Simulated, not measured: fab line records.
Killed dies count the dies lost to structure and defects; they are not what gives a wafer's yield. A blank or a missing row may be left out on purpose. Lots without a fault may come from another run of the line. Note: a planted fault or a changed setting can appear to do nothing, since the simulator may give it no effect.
Problem report, 8D (eight disciplines) form, completed by code | flow nand_harc | the parts of the form that need people (team, actions taken, sign-off) are left out

== 1. PROBLEM STATEMENT ==
Wafers with no fault read 2.8 with a standard deviation of 2.2, whereas killed_at_periphery at NHARC_END_SORT_01 reads a mean of 668.0 on 1 wafer of 1 lot. That is +99 or more standard deviations from the usual mean.
First observed at day 19 19:42: wafer L935.1, on prober-01. Wafers with a number at this step in the record: 15, from 5 lots. Rule for "out", or "out of limits": more than 4 standard deviations from the usual mean. The other wafers with a number count as sound.

== 2. WHAT IT IS, AND WHAT IT ISN'T ==
question                    | is                                                                                                                      | is not
which readings at this step | killed_at_periphery, defect_limited_yield, killed_dies, sort_bin_2_pct, sort_n_pass, sort_rim_yield_pct, sort_yield_pct | killed_at_array, killed_at_other, killed_open, killed_short, sort_bin_3_pct
which lots                  | L935                                                                                                                    | L945, L946, L948, L950
which wafers of those lots  | L935.1                                                                                                                  | L935.3, L935.6
read on which gauges        | prober-01                                                                                                               | prober-02
when                        | from day 19 19:42                                                                                                       | up to then (0 sound wafers); but 14 sound wafers of L935, L945, L946, L948, L950 came after

== 3. THE SUSPECTS, EACH WITH WHAT RULES IT OUT ==
Counting: a tool at a process step up to the reading stays a suspect if it ran every lot that is out. Sound lots after the first of them don't rule it out here, since some wafers of a struck lot are sound.
- the gauge at NHARC_END_SORT_01: kept. All the wafers that are out were read on prober-01, and no step on other tools shows them out.
- pvd_sputter-03 at NHARC_P_BONDPAD_PVD_27 (deposits Cu, target thk 30 nm, time 20.49 s): kept. It ran the lot that is out, L935 (day 7 03:56).
- rie_diel-12 at NHARC_A_BONDPAD_ETCH_34 (etches the open film in N2/H2, target depth 60 nm, overetch 18 nm, time 65.91 s): kept. It ran the lot that is out, L935 (day 18 11:57).
The count leaves pvd_sputter-03 at NHARC_P_BONDPAD_PVD_27, rie_diel-12 at NHARC_A_BONDPAD_ETCH_34, and prober-01 at NHARC_END_SORT_01.

== 4. THE CAUSE (what the simulator had put in) ==
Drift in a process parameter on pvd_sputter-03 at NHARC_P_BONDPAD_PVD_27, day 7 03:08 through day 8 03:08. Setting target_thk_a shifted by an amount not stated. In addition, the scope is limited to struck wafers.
After counting, 3 suspects remain, this tool included.

== 5. THE EFFECT CHAIN, in route order ==
Each row: a reading whose mean over the struck wafers that have a number lies more than 3 standard deviations from the usual. Readings are gone through only where the record gives a usual standard deviation; hours: the median, over the lots, of the time from a lot's start at the first step in this table giving one to that lot's start at this step; sigmas: the change measured in usual standard deviations.
hours | step              | reading              | usual  | on struck wafers | change | sigmas
0     | NHARC_END_SORT_01 | defect_limited_yield | 95.7 % | 0.0              | -95.7  | -64
0     | NHARC_END_SORT_01 | killed_at_periphery  | 2.8    | 668.0            | +665.2 | +99 or more
0     | NHARC_END_SORT_01 | killed_dies          | 29     | 677              | +648   | +65
0     | NHARC_END_SORT_01 | sort_bin_2_pct       | 1.3 %  | 99.1             | +97.8  | +99 or more
0     | NHARC_END_SORT_01 | sort_n_pass          | 648    | 0                | -648   | -65
0     | NHARC_END_SORT_01 | sort_rim_yield_pct   | 95 %   | 0                | -95    | -27
0     | NHARC_END_SORT_01 | sort_yield_pct       | 95.7 % | 0.0              | -95.7  | -64

== 6. HOW IT WOULD HAVE BEEN CAUGHT EARLIER ==
In this record the first reading out of limits at a measuring or inspecting step was taken at day 19 19:42, 305 hours after the fault began at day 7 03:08.
An alarm limit of 4 standard deviations would not have fired on the tool readings at NHARC_P_BONDPAD_PVD_27 for which the record gives a usual standard deviation, since none of them was out on any struck wafer.
The start of NHARC_P_BONDPAD_PVD_27 on pvd_sputter-03 came by day 19 19:42 for every one of the lots that are out (1). None of them would have been spared by holding the tool at that moment.
